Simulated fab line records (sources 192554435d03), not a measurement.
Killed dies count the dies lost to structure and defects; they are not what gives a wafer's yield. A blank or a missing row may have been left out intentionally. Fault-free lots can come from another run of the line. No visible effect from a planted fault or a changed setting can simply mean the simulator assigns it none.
3 desks, one fault + flow n5-finfet + numbers are kept per desk, each desk with only its own; the story behind them comes last
Where a reading is given only as a bound, like >300, the bound stands for it, and a mean or a difference that rests on one is marked > or <: the true number lies beyond.

== AT THE TOOL OWNER'S DESK: rie-diel-02 ==
The tool's own readings at N5_DUMMY_GATE_STRIP_48 (strips in N2/H2, time 20 s): means of the sampled wafers that have a number, for each lot that ran on this tool. The brackets show how far a lot's mean lies from the usual mean; more than 4 standard deviations puts the lot out of limits, marked OUT.
Columns: A = drypump-motor-current-A at N5_DUMMY_GATE_STRIP_48, usual 5.9 A; B = oes-product-au at N5_DUMMY_GATE_STRIP_48, usual 0.74 a.u.; C = rf-vpp-V at N5_DUMMY_GATE_STRIP_48, usual 45.3 V; D = showerhead-plenum-p-Torr at N5_DUMMY_GATE_STRIP_48, usual 3.36 Torr; E = temp-c at N5_DUMMY_GATE_STRIP_48, usual 40.01 C; F = throttle-valve-pct at N5_DUMMY_GATE_STRIP_48, usual 12.25 %
| lot  | first seen here | A   | B    | C    | D    | E     | F     |
|------|-----------------|-----|------|------|------|-------|-------|
| L800 | day 3 22:41     | 6.0 | 0.77 | 44.6 | 3.43 | 40.10 | 12.17 |
| L808 | day 6 03:59     | 6.0 | 0.75 | 45.7 | 3.46 | 40.01 | 12.19 |
| L813 | day 7 04:54     | 5.8 | 0.78 | 46.0 | 3.39 | 40.05 | 12.09 |
| L816 | day 8 00:24     | 6.0 | 0.74 | 45.5 | 3.45 | 40.04 | 12.21 |
This desk found nothing out of limits on any of the 4 lots.

== THE DEFECT DESK ==
Per lot, the means of the sampled wafers with a number show what the inspections along the route counted. The brackets show how far a lot's mean lies from the usual mean; more than 4 standard deviations puts the lot out of limits, marked OUT.
Columns: A = raw-defect-count at N5_DUMMY_GATE_INSPECT_27, usual 284; B = raw-defect-count at N5_SPACER0_INSPECT_04, usual 128; C = raw-defect-count at N5_SD_EPI_N_INSPECT_11, usual 2.2; D = raw-defect-count at N5_SD_EPI_N_INSPECT_26, usual 191
| lot  | first seen here | A              | B             | C                      | D              |
|------|-----------------|----------------|---------------|------------------------|----------------|
| L799 | day 3 18:16     | 261            | 102           | 1.7                    | 164            |
| L800 | day 3 22:53     | 327            | 144           | 1.3                    | 216            |
| L805 | day 5 08:31     | 267            | 109           | 3.0                    | 206            |
| L808 | day 6 04:10     | 394            | 161           | 2.7                    | 220            |
| L813 | day 7 05:05     | 728 (+6.3) OUT | 567 (+15) OUT | >300 (+99 or more) OUT | 653 (+12) OUT  |
| L815 | day 7 17:49     | 204            | 83            | 1.3                    | 118            |
| L816 | day 8 00:35     | 607 (+4.6) OUT | 496 (+12) OUT | >300 (+99 or more) OUT | 567 (+9.6) OUT |
| L819 | day 8 21:26     | 397            | 147           | 2.0                    | 209            |
This desk finds L813, L816 out of limits, L813 being first, at day 7 05:05 (raw-defect-count at N5_DUMMY_GATE_INSPECT_27). Within limits: L799, L800, L805, L808, L815, L819.

== THE METROLOGY DESK ==
Means of the sampled wafers that have a number, per lot and without regard to the tool the lot ran on: this is what the gauges read. The brackets show how far a lot's mean lies from the usual mean; more than 4 standard deviations puts the lot out of limits, marked OUT. Readings shown: 7 of its 12, picked as those furthest out on some lot.
Columns: A = cd-nm at N5_DUMMY_GATE_CD_MEAS_50, usual 14.0 nm; B = cd-nm at N5_DUMMY_GATE_CD_MEAS_24, usual 15.0 nm; C = DIBL_N at N5_BEOL_M4_RC_MEAS_101, usual 35.8 mV/V; D = ION_N at N5_BEOL_M4_RC_MEAS_101, usual 673 uA/um; E = ION_P at N5_BEOL_M4_RC_MEAS_101, usual 462 uA/um; F = VT_N at N5_BEOL_M4_RC_MEAS_101, usual 250 mV; G = VT_P at N5_BEOL_M4_RC_MEAS_101, usual -250 mV
| lot  | first seen here | A    | B    | C    | D   | E   | F   | G    |
|------|-----------------|------|------|------|-----|-----|-----|------|
| L799 | day 3 16:53     | 13.7 | 14.8 | 38.1 | 681 | 466 | 251 | -251 |
| L800 | day 3 21:52     | 13.9 | 15.2 | 37.2 | 691 | 472 | 245 | -244 |
| L805 | day 5 07:43     | 14.4 | 15.1 | 35.6 | 682 | 466 | 248 | -250 |
| L808 | day 6 03:16     | 14.1 | 15.3 | 34.6 | 666 | 457 | 253 | -250 |
| L813 | day 7 04:19     | 13.8 | 14.7 | 35.8 | 671 | 459 | 250 | -251 |
| L815 | day 7 17:02     | 14.1 | 15.1 | 36.2 | 670 | 461 | 252 | -251 |
| L816 | day 7 23:34     | 13.4 | 14.5 | 35.0 | 671 | 463 | 250 | -247 |
| L819 | day 8 20:26     | 14.2 | 15.6 | 36.0 | 669 | 457 | 250 | -252 |
This desk found nothing out of limits on any of the 8 lots.

== ALL TOGETHER ==
The defect desk could have raised an alarm at day 7 05:05, on L813, L816.
The desk of the tool owner found nothing out of limits.
The metrology desk saw nothing out of limits.
On record at the tool owner's desk: L813, L816, within its limits.
The metrology desk holds a record of L813, L816, inside its limits.
The lots listed all ran N5_DUMMY_GATE_STRIP_48 on rie-diel-02.

== WHAT WAS PUT IN BY THE SIMULATOR ==
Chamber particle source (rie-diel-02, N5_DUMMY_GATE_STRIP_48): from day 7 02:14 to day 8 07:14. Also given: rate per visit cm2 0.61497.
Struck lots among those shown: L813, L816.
Hours from the fault's start to each desk's first reading out of limits: the defect desk, 3.
